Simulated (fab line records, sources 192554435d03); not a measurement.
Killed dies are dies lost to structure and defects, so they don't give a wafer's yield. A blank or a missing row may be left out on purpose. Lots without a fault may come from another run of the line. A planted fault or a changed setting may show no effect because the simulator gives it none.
Split-lot experiment | flow n5_finfet | 7 lots, 21 wafers read, on a route of 1938 steps

THE SPLIT
At N5_BEOL_M10_TRENCH_ETCH_37 (etches SiCOH lowk in C4F6/O2, target depth 148.83 nm, time 48 s), the setting time_s was moved away from the recipe's 48 s on 6 of the 21 wafers read, by -16.8% to +6.5%. The other wafers ran this setting at the recipe's value.

FROM THE SPLIT TO THE READING: what the file shows between them, 11 steps
- N5_BEOL_M10_ETCH_41: etches SiCN in CH3F/O2, target depth 42.6 nm, time 86 s
- N5_BEOL_M10_STRIP_77: strips in N2/H2, time 10 s
- N5_BEOL_M10_OCD_MEAS_38
- N5_BEOL_M10_HM_STRIP_39: strips TiN in peroxide tin strip, target depth 25 nm, time 158 s
- N5_BEOL_M10_SRD_40: time 30 s
- N5_BEOL_M10_ECD_50: material Cu, target thk 318 nm
- N5_BEOL_M10_ANNEAL_51: time 90 s
- N5_BEOL_M10_CMP_52: polishes, stops on SiCOH lowk, t overpolish 7 s, target thk 140 nm
- N5_BEOL_M10_THK_MEAS_53: measures by xrf
- N5_BEOL_M10_PRE_CLEAN_55: time 15 s
- N5_BEOL_M10_DEP_56: deposits SiCN from 3MS/NH3, target thk 15 nm, time 26.5 s

THE READING
M10_RS, in ohm/sq, at N5_BEOL_M10_RS_MEAS_57 (measures by four-point-probe). Fault-free wafers of this fab line usually give 0.1505 ohm/sq, standard deviation 0.0023 ohm/sq.

wafer  | tool, chamber at the split | time_s as run, s | against the recipe | M10_RS, ohm/sq | against lot-mates on the recipe
L074.1 | rie_diel-06, 2             | 48               | recipe             | 0.1522         | -
L074.2 | rie_diel-06, 3             | 48               | recipe             | 0.1477         | -
L074.6 | rie_diel-06, 2             | 48               | recipe             | 0.1531         | -
L075.1 | rie_diel-03, 0             | 48               | recipe             | 0.1512         | -
L075.2 | rie_diel-03, 2             | 48               | recipe             | 0.1505         | -
L075.3 | rie_diel-03, 1             | 48               | recipe             | 0.1517         | -
L084.2 | rie_diel-01, 3             | 48               | recipe             | 0.1465         | -
L084.3 | rie_diel-01, 0             | 48               | recipe             | 0.1488         | -
L084.6 | rie_diel-01, 2             | 48               | recipe             | 0.1500         | -
L082.2 | rie_diel-03, 2             | 48               | recipe             | 0.1514         | -
L082.3 | rie_diel-03, 1             | 48               | recipe             | 0.1511         | -
L082.5 | rie_diel-03, 3             | 48               | recipe             | 0.1507         | -
L087.1 | rie_diel-03, 1             | 51.12            | +6.5%              | 0.1442         | no lot-mate on the recipe
L087.2 | rie_diel-03, 0             | 51.12            | +6.5%              | 0.1388         | no lot-mate on the recipe
L087.5 | rie_diel-03, 1             | 51.12            | +6.5%              | 0.1431         | no lot-mate on the recipe
L085.1 | rie_diel-01, 1             | 39.92            | -16.8%             | 0.1828         | +0.0322
L085.4 | rie_diel-01, 0             | 48               | recipe             | 0.1512         | -
L085.6 | rie_diel-01, 3             | 48               | recipe             | 0.1499         | -
L097.1 | rie_diel-03, 2             | 48               | recipe             | 0.1517         | -
L097.2 | rie_diel-03, 3             | 42.98            | -10.5%             | 0.1694         | +0.0177
L097.5 | rie_diel-03, 2             | 42.98            | -10.5%             | 0.1716         | +0.0199

THE FIT
A straight line over all 21 wafers: M10_RS changes by -0.00177 ohm/sq for each +1% of time_s; r = -0.98; the points scatter about the line by 0.0022 ohm/sq.
The same after taking each lot's own level away (the mean of its wafers on the recipe; 18 wafers): -0.00187 ohm/sq for each +1%; r = -0.99; scatter 0.0013 ohm/sq.
On that fit, the largest move of time_s shifts the reading by 0.031 ohm/sq.
The lots' own levels span 0.14843 to 0.15170 ohm/sq, that is 1.4 times the standard deviation above.
So the lot-to-lot level changes the slope little: the two slopes agree.
Check: with one of the wafers moved furthest among these (-16.8%) left out of the fit, the line predicts +0.0303 ohm/sq for it against its lot-mates. It came out at +0.0322 ohm/sq against them.

OTHER SPLITS ON THESE WAFERS
These wafers also went through other splits before the reading. Each is held against what the fit with the lots' levels taken away leaves over:
other split on the same wafers   | wafers away from the commonest value | r with M10_RS (lot level and that fit taken away)
N5_BEOL_M8_COAT_22 spin_rpm      | 6                                    | +0.18
N5_BEOL_M9_TRENCH_ETCH_37 time_s | 7                                    | -0.20
N5_BEOL_M10_VIA_ETCH_34 time_s   | 4                                    | -0.42

THE WHOLE CHAIN: every reading that the file lists as answering this split, in the file's order
step                       | what it does                                                       | reading                                                                       | change (the file's fit)              | r (the file's)
N5_BEOL_M10_TRENCH_ETCH_37 | etches SiCOH lowk in C4F6/O2, target depth 148.83 nm, time 48 s    | etch.depth_nm (the simulator's own value, which no gauge read)                | +1.4 nm for each +1% of the setting  | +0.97
N5_BEOL_M10_TRENCH_ETCH_37 | etches SiCOH lowk in C4F6/O2, target depth 148.83 nm, time 48 s    | BEOL_M10.feature_depth_nm (the simulator's own value, which no gauge read)    | +1.4 nm for each +1% of the setting  | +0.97
N5_BEOL_M10_OCD_MEAS_38    |                                                                    | trench_depth_nm                                                               | +1.42 nm for each +1% of the setting | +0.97
N5_BEOL_M10_CMP_52         | polishes, stops on SiCOH lowk, t overpolish 7 s, target thk 140 nm | Cu_of_BEOL_M10_ECD_50.thk_nm (the simulator's own value, which no gauge read) | +1.34 nm for each +1% of the setting | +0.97
N5_BEOL_M10_THK_MEAS_53    | measures by xrf                                                    | M10_THK                                                                       | +1.32 for each +1% of the setting    | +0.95
N5_BEOL_M10_RS_MEAS_57     | measures by four-point-probe                                       | M10_RS                                                                        | -0.00188 for each +1% of the setting | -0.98

THE FILE'S OWN FIT
M10_RS changes by -0.00188 ohm/sq for each +1% of time_s, r = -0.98.
